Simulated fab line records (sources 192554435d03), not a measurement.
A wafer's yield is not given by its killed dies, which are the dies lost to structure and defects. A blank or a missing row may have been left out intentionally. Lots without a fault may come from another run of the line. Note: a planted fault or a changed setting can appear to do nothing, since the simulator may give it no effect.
Lot-split experiment	flow n5 finfet	7 lots, 21 wafers read, on a route of 1938 steps

== ABOUT THE SPLIT ==
At N5_FIN_SAQP_HM_DEP_72 (deposits SiO2 from SiH4/N2O, target thk 12 nm, time 7.2 s), the setting time s was moved away from the recipe's 7.2 s on 8 of the 21 wafers read, by -14.9% to +4.3%. All remaining wafers had this setting at the recipe value.

== FROM THE SPLIT TO THE READING: what the file shows between them, 4 steps ==
- N5_FIN_SAQP_DESCUM_21: chemistry O2, time 7.9 s (also split here: time s)
- N5_FIN_SAQP_ETCH_51: etches SiARC in CF4, target depth 45.5 nm, time 75.8 s
- N5_FIN_SAQP_ETCH_52: etches SOC in N2/H2, target depth 100 nm, overetch 20 nm, time 150 s
- N5_FIN_SAQP_STRIP_53: strips in N2/H2

== THE READING ==
etch.depth nm (the simulator's own value, which no gauge read), in nm, at N5_FIN_SAQP_HM_OPEN_73 (chemistry CHF3/O2, target SiO2, stops on a-Si, target depth 12 nm, time 16.8 s). There is no usual value for it anywhere in the file. Here, 13 wafers ran the recipe; their average is 11.96 nm with a standard deviation of 0.23 nm.

wafer	tool, chamber at the split	time s as run, s	against the recipe	etch.depth nm, nm	against lot-mates on the recipe
L074.2	pecvd-01, 1	7.2	recipe	11.54	-
L074.5	pecvd-01, 1	6.501	-9.7%	10.5	-1.04
L074.6	pecvd-01, 2	6.501	-9.7%	10.67	-0.87
L075.1	pecvd-02, 0	7.2	recipe	12.14	-
L075.3	pecvd-02, 1	7.2	recipe	11.97	-
L075.5	pecvd-02, 2	7.2	recipe	12.03	-
L078.3	pecvd-01, 1	7.2	recipe	11.93	-
L078.5	pecvd-01, 0	7.2	recipe	12.33	-
L078.6	pecvd-01, 1	7.2	recipe	12.07	-
L080.2	pecvd-01, 0	6.128	-14.9%	10.28	-1.91
L080.4	pecvd-01, 2	7.2	recipe	12.16	-
L080.5	pecvd-01, 0	7.2	recipe	12.21	-
L084.1	pecvd-02, 0	6.657	-7.5%	11.43	-0.61
L084.2	pecvd-02, 2	7.2	recipe	12.04	-
L084.3	pecvd-02, 1	6.657	-7.5%	11.34	-0.70
L086.1	pecvd-01, 1	7.511	+4.3%	12.23	+0.55
L086.2	pecvd-01, 2	7.2	recipe	11.7	-
L086.4	pecvd-01, 1	7.2	recipe	11.65	-
L092.1	pecvd-01, 2	6.754	-6.2%	11.05	-0.68
L092.3	pecvd-01, 1	7.2	recipe	11.73	-
L092.4	pecvd-01, 1	6.754	-6.2%	11.12	-0.61

FIT RESULTS
A straight line over all 21 wafers: etch.depth nm changes by +0.115 nm for each +1% of time s; r = +0.92; the points scatter about the line by 0.24 nm.
The same after taking each lot's own level away (the mean of its wafers on the recipe; 21 wafers): +0.111 nm for each +1%; r = +0.98; scatter 0.12 nm.
Per that fit: largest time s move, reading shift of 1.6 nm.
Measured against the standard deviation above, the lots' own levels, which go from 11.540 to 12.185 nm, span 2.8 times it.
The two slopes agree, so the slope changes little with the lot-to-lot level.
Check: with one of the wafers moved furthest among these (-14.9%) left out of the fit, the line predicts -1.46 nm for it against its lot-mates. Against them it came out at -1.91 nm.

== OTHER SPLITS ON THESE WAFERS ==
Note: prior to the reading, these wafers also went through further splits. Each is held against what the fit with the lots' levels taken away leaves over:
other split on the same wafers	wafers away from the commonest value	r with etch.depth nm (lot level and that fit taken away)
N5_PMOS_HMC_CHANNEL_EPI_PEB_07 peb temp c	4	+0.03
N5_PMOS_HMC_CHANNEL_EPI_DEVELOP_08 develop time s	9	-0.12
N5_FIN_SAQP_DESCUM_21 time s	8	-0.15

== THE WHOLE CHAIN: every reading that the file lists as answering this split, in the file's order ==
step	what it does	reading	change (the file's fit)	r (the file's)
N5_FIN_SAQP_HM_DEP_72	deposits SiO2 from SiH4/N2O, target thk 12 nm, time 7.2 s	SiO2_of_FIN_SAQP_HM_DEP_72.thk nm (the simulator's own value, which no gauge read)	+0.114 nm for each +1% of the setting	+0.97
N5_FIN_SAQP_HM_OPEN_73	chemistry CHF3/O2, target SiO2, stops on a-Si, target depth 12 nm, time 16.8 s	etch.depth nm (the simulator's own value, which no gauge read)	+0.114 nm for each +1% of the setting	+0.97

== FILE'S OWN FIT ==
etch.depth nm changes by +0.114 nm for each +1% of time s, r = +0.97.
